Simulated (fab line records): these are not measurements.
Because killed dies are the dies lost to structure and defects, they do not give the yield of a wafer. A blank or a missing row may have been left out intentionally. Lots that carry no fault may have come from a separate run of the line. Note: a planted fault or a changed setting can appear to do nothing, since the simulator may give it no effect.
A lot that was struck, set against a sound lot | flow n5-finfet | 16 steps out of a route of 1938
Sound: wafers L149.2, L149.4, L149.6. Struck: wafer L155.6 (left out: L155.1, L155.5 of the same lot, which were not struck); the cause appears at the end.
Order at every step that has rows: each side's tool, ch and its chambers, its first start. Under that, the readings that differ: sound wafers | struck wafers | difference of the means | sigmas: that difference in standard deviations of wafers without a fault.
alike: words and numbers the same on both sides, and readings whose means are apart by under 2 such deviations; not compared: readings that were withheld, readings missing a value for some wafer, numbers with overlapping values and no deviation given by the record, and bounds like >300 which may hide the same value.
A row with sigmas, a row that says differs or no value, or rows on one side alone: a step with any of these is where the two part. Non-overlapping numbers with no deviation appear without sigmas and do not part them. Lack of a reading on every wafer of one side parts them only where that side has two or more wafers.

first, 8 steps without rows for these wafers: N5_SDB_COAT_03 (time 60 s, resist thk 100 nm); N5_SDB_COAT_04 (time 60 s, resist thk 18 nm); N5_SDB_COAT_05 (resist thk 90 nm); N5_SDB_EBR_07; N5_SDB_SOFTBAKE_06 (time 60 s); N5_SDB_EXPOSE_08 (exposes mask SDB); N5_SDB_PEB_09 (peb time 60 s); N5_SDB_DEVELOP_10 (develop time 30 s).
N5_SDB_CD_MEAS_11: the cd target is 50 nm.
  sound on cd-sem-03 ch 0, day 5 01:46; struck on cd-sem-03 ch 0, day 6 11:41
  alike: cd-nm
N5_SDB_OVL_MEAS_12:
  sound on overlay-01 ch 0, day 5 01:48; struck on overlay-01 ch 0, day 6 11:43
  alike: SDB_OVL
N5_SDB_INSPECT_13: inspects for defects (brightfield).
  sound: defect-inspect-02 at day 5 01:49; struck: defect-inspect-01 at day 6 11:45
  alike: raw-defect-count
N5_SDB_DESCUM_16: chemistry O2, time 7.9 s.
  sound on rie-diel-05 ch 1,3, day 5 01:52; struck on rie-diel-01 ch 0, day 6 11:47
  alike: chamber-pressure-mTorr, drypump-motor-current-A, oes-product-au, rf-vpp-V, showerhead-plenum-p-Torr, throttle-valve-pct
  not compared: rf-hours-counter-h
N5_SDB_ETCH_17: etches SiARC in CF4, target depth 23.4 nm, time 39 s.
  sound on rie-diel-05 ch 1,3, day 5 01:53; struck on rie-diel-01 ch 0, day 6 11:49
  reading               | sound          | struck | difference | sigmas
  etch-rf-on-time-s (s) | 38.6 39.0 38.9 | 69.1   | +30.3      | +62
  alike: chamber-pressure-mTorr, drypump-motor-current-A, oes-product-au, rf-vpp-V, showerhead-plenum-p-Torr, throttle-valve-pct
  not compared: rf-hours-counter-h
N5_SDB_ETCH_18: etches SOC in N2/H2, target depth 100 nm, overetch 20 nm, time 150 s.
  sound on rie-diel-05 ch 1,3, day 5 01:56; struck on rie-diel-01 ch 0, day 6 11:51
  reading                        | sound                | struck | difference | sigmas
  chamber-pressure-mTorr (mTorr) | 29.986 30.063 29.963 | 29.946 | -0.058     | -2
  alike: drypump-motor-current-A, oes-product-au, rf-vpp-V, showerhead-plenum-p-Torr, throttle-valve-pct
  not compared: rf-hours-counter-h
-- the record jumps here: 5 days lie between the struck wafers' starts before and after (it left off in module SDB and takes up again in module BEOL_M4, whose first step shown is number 1111 of the route) --
N5_BEOL_M4_RC_MEAS_101:
  sound on prober-02 ch 0, day 9 09:14; struck on prober-01 ch 0, day 11 14:42
  reading       | sound          | struck | difference | sigmas
  DIBL_N (mV/V) | 35.5 37.1 35.3 | 33.3   | -2.7       | -2
  SS_N (mV/dec) | 72.1 72.2 71.5 | 70.5   | -1.4       | -3
  alike: DIBL_P, IOFF_N, IOFF_P, ION_N, ION_P, SS_P, VT_N, VT_P
-- record jumps: 4 days separate the struck wafers' starts on either side; left off in module BEOL_M4, taken up again in module PASSIVATION, whose first shown step is the route's number 1936 --
N5_PASSIVATION_PROBE_49:
  rows exist in the record for the struck wafers here (prober-01, day 15 17:39), but not for the sound ones

WHERE THEY PART
First at N5_SDB_ETCH_17; last, within this record, at N5_PASSIVATION_PROBE_49.

WHY: what had been put in by the simulator
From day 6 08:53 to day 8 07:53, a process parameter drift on rie-diel-01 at N5_SDB_ETCH_17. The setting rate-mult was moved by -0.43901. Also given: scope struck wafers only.
